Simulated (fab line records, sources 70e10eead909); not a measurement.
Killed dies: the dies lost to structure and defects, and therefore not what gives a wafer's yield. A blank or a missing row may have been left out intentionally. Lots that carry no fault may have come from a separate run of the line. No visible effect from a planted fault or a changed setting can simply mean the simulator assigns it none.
Shared-tool check / flow nand-harc / Lots sampled 2, wafers sampled 3

## WHAT PROMPTED THE OPENING
Flagged at NHARC_END_SORT_01: reading killed-at-array, on 2 of 2 lots. No-fault wafers: 28, standard deviation 11.
Rule: a lot gets a flag if all its wafers with a number sit over 4 standard deviations from that mean, or if no wafer of it has a number. The other lots count as sound.

lot=L130; measured=day 22 03:39; on=prober-02; killed-at-array, wafer by wafer=402 343; flag=FLAGGED
lot=L127; measured=day 22 05:19; on=prober-01; killed-at-array, wafer by wafer=330; flag=FLAGGED
The mean of the flagged lots' numbers is 358, +330 from the usual (+30 standard deviations).

## WHICH TOOL RAN EACH LOT
The record holds 4 process steps before the reading, out of a route of 1159 steps. Read each cell as the tool, then ch plus the chambers that the sampled wafers visited, then the start.
lot=L130; flag=FLAGGED; NHARC_A_CONTACT_DEP_24=pecvd-03 ch 0,1, day 18 20:39; NHARC_A_CONTACT_DEP_29=pecvd-02 ch 0,1, day 18 23:28; NHARC_A_CONTACT_ETCH_50=rie-diel-10 ch 2,3, day 19 00:52; NHARC_A_CONTACT_ETCH_118=har-cap-etch-02 ch 1, day 19 02:30
lot=L127; flag=FLAGGED; NHARC_A_CONTACT_DEP_24=pecvd-02 ch 1, day 19 00:55; NHARC_A_CONTACT_DEP_29=pecvd-04 ch 2, day 19 04:00; NHARC_A_CONTACT_ETCH_50=rie-diel-10 ch 3, day 19 05:23; NHARC_A_CONTACT_ETCH_118=har-cap-etch-03 ch 1, day 19 06:53
What is done by these steps:
- NHARC_A_CONTACT_DEP_24: deposits SiO2, target thk 500 nm.
- NHARC_A_CONTACT_DEP_29: deposits SiON, target thk 70 nm.
- NHARC_A_CONTACT_ETCH_50: etches the open film in CF4/CHF3, target depth 84.7 nm, time 42.4 s.
- NHARC_A_CONTACT_ETCH_118: etches the open film in C4F8/O2/Ar, time 94 s, target depth 922 nm.
- NHARC_END_SORT_01

## FLAGGED AGAINST TOTAL, ONE TOOL AT A TIME (gauges that did the reading follow at the end)
step=NHARC_A_CONTACT_DEP_24; tool=pecvd-02; lots run=1; flagged=1; share of the flagged lots=some; sound lots run after its first flagged lot=0
step=NHARC_A_CONTACT_DEP_24; tool=pecvd-03; lots run=1; flagged=1; share of the flagged lots=some; sound lots run after its first flagged lot=0
step=NHARC_A_CONTACT_DEP_29; tool=pecvd-02; lots run=1; flagged=1; share of the flagged lots=some; sound lots run after its first flagged lot=0
step=NHARC_A_CONTACT_DEP_29; tool=pecvd-04; lots run=1; flagged=1; share of the flagged lots=some; sound lots run after its first flagged lot=0
step=NHARC_A_CONTACT_ETCH_50; tool=rie-diel-10; lots run=2; flagged=2; share of the flagged lots=all; sound lots run after its first flagged lot=0
step=NHARC_A_CONTACT_ETCH_118; tool=har-cap-etch-02; lots run=1; flagged=1; share of the flagged lots=some; sound lots run after its first flagged lot=0
step=NHARC_A_CONTACT_ETCH_118; tool=har-cap-etch-03; lots run=1; flagged=1; share of the flagged lots=some; sound lots run after its first flagged lot=0
step=NHARC_END_SORT_01; tool=prober-01; lots run=1; flagged=1; share of the flagged lots=some; sound lots run after its first flagged lot=0
step=NHARC_END_SORT_01; tool=prober-02; lots run=1; flagged=1; share of the flagged lots=some; sound lots run after its first flagged lot=0

## WHAT THE TABLE PERMITS
1 row of the table ran every flagged lot: rie-diel-10 at NHARC_A_CONTACT_ETCH_50.
- rie-diel-10 at NHARC_A_CONTACT_ETCH_50 ran 2 lots, 2 of them flagged. It ran no sound lot before its first flagged lot in this sample, so the start can't be narrowed down. Its own readings (oes-product-au) fall more than 4 standard deviations out on all wafers of the flagged lots.
Left over: one tool, rie-diel-10 at NHARC_A_CONTACT_ETCH_50.

## WHAT WAS PUT IN BY THE SIMULATOR
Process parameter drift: rie-diel-10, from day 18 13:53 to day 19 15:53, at NHARC_A_CONTACT_ETCH_50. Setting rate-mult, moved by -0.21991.
Struck lots among those shown: L130, L127. Same finding as the rule above.
